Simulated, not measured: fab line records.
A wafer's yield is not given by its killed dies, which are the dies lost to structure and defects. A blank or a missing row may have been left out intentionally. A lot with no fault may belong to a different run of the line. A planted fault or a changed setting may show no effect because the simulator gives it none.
A struck lot beside a sound one :: flow nandHarc :: 15 out of 1302 route steps
Sound: the wafers L349.3, L349.5, L349.6. Struck: wafer L356.4. (L356.2, L356.5 of the same lot were not struck and are left out.) The cause comes at the end.
Order at every step that has rows: each side's tool, ch and its chambers, its first start. Under that, the readings that differ: sound wafers :: struck wafers :: difference of the means :: sigmas: that difference in standard deviations of wafers without a fault.
alike: words and numbers the same on both sides, and readings whose means are apart by under 2 such deviations; not compared: readings that were withheld, readings missing a value for some wafer, numbers with overlapping values and no deviation given by the record, and bounds like >300 which may hide the same value.
Wherever a step has rows on one side only, a row that says differs or no value, or a row with sigmas, the two part there. When numbers do not overlap yet have no deviation, they are printed without sigmas and do not part them. A reading missing from all wafers of one side parts the sides only when that side holds two or more wafers.

first, 4 steps without rows for these wafers: NHARC_P_M2_EBR_05; NHARC_P_M2_EXPOSE_06 (exposes mask P M2, target cd 170 nm); NHARC_P_M2_PEB_07 (peb time 65 s); NHARC_P_M2_DEVELOP_08 (develop time 35 s).
NHARC_P_M2_CD_MEAS_09: target cd 170 nm.
  sound on cdSem-02 ch 0, day 9 17:47; struck on cdSem-02 ch 0, day 12 13:41
  alike: cdNm
NHARC_P_M2_OVL_MEAS_10: pitch 340 nm.
  sound: overlay-01 at day 9 17:52; struck: overlay-01 at day 12 13:47
  alike: overlayXNm, overlayYNm
NHARC_P_M2_INSPECT_11:
  sound: defectInspect-02 at day 9 17:55; struck: defectInspect-01 at day 12 13:49
  alike: rawDefectCount
NHARC_P_M2_DESCUM_14: chemistry O2, time 3 s.
  sound on rieDiel-09 ch 0,1,2, day 9 17:59; struck on rieDiel-09 ch 3, day 12 13:53
reading: oesProductAu (a.u.)
sound: 0.997 0.979 0.983
struck: 1.010
difference: +0.024
sigmas: +2
  alike: chamberPressureMTorr, drypumpMotorCurrentA, rfVppV, showerheadPlenumPTorr, throttleValvePct
  not compared: rfHoursCounterH
NHARC_P_M2_ETCH_35: etches the open film in N2/H2, target depth 40 nm, overetch 12 nm, time 43.94 s.
  sound on rieDiel-09 ch 0,2,3, day 9 18:04; struck on rieDiel-09 ch 2, day 12 13:58
  alike: chamberPressureMTorr, drypumpMotorCurrentA, oesProductAu, rfVppV, showerheadPlenumPTorr, throttleValvePct
  not compared: rfHoursCounterH
NHARC_P_M2_ETCH_15: etches the open film in C4F8/Ar, target depth 182.5 nm, time 91.2 s.
  sound: rieDiel-09 ch 2,3; struck: rieDiel-09 ch 2
  alike: chamberPressureMTorr, oesProductAu, rfVppV
  not compared: rfHoursCounterH
NHARC_P_M2_CD_MEAS_16:
  sound: cdSem-03 at day 9 18:16; struck: cdSem-03 at day 12 14:11
  alike: cdNm
NHARC_P_M2_STRIP_18: strips in N2/H2.
  sound on rieDiel-04 ch 0,1, day 9 18:22; struck on rieDiel-09 ch 0, day 12 14:16
reading: chamberPressureMTorr (mTorr)
sound: 29.999 30.054 30.058
struck: 29.964
difference: -0.073
sigmas: -3
  alike: drypumpMotorCurrentA, oesProductAu, powerW, rfVppV, showerheadPlenumPTorr, throttleValvePct
  not compared: rfHoursCounterH
NHARC_P_M2_ETCH_28: etches the open film in CF4/N2, target depth 30 nm, time 72.99 s.
  sound on rieDiel-04 ch 0,1,2, day 9 18:37; struck on rieDiel-09 ch 0, day 12 14:30
reading: oesProductAu (a.u.)
sound: 1.003 0.979 0.986
struck: 0.841
difference: -0.148
sigmas: -12
  alike: chamberPressureMTorr, drypumpMotorCurrentA, rfVppV, showerheadPlenumPTorr, throttleValvePct
  not compared: rfHoursCounterH
then, 1 step without rows for these wafers: NHARC_P_M2_STRIP_19 (strips in post etch residue remover, time 600 s).
NHARC_END_SORT_01:
  the record has rows for the sound wafers here (prober-02 ch 0, day 28 05:13) and none for the struck ones

## WHERE THEY PART
At NHARC_P_M2_DESCUM_14 first; at NHARC_END_SORT_01 last (within this record only).

WHY: whatever the simulator had introduced
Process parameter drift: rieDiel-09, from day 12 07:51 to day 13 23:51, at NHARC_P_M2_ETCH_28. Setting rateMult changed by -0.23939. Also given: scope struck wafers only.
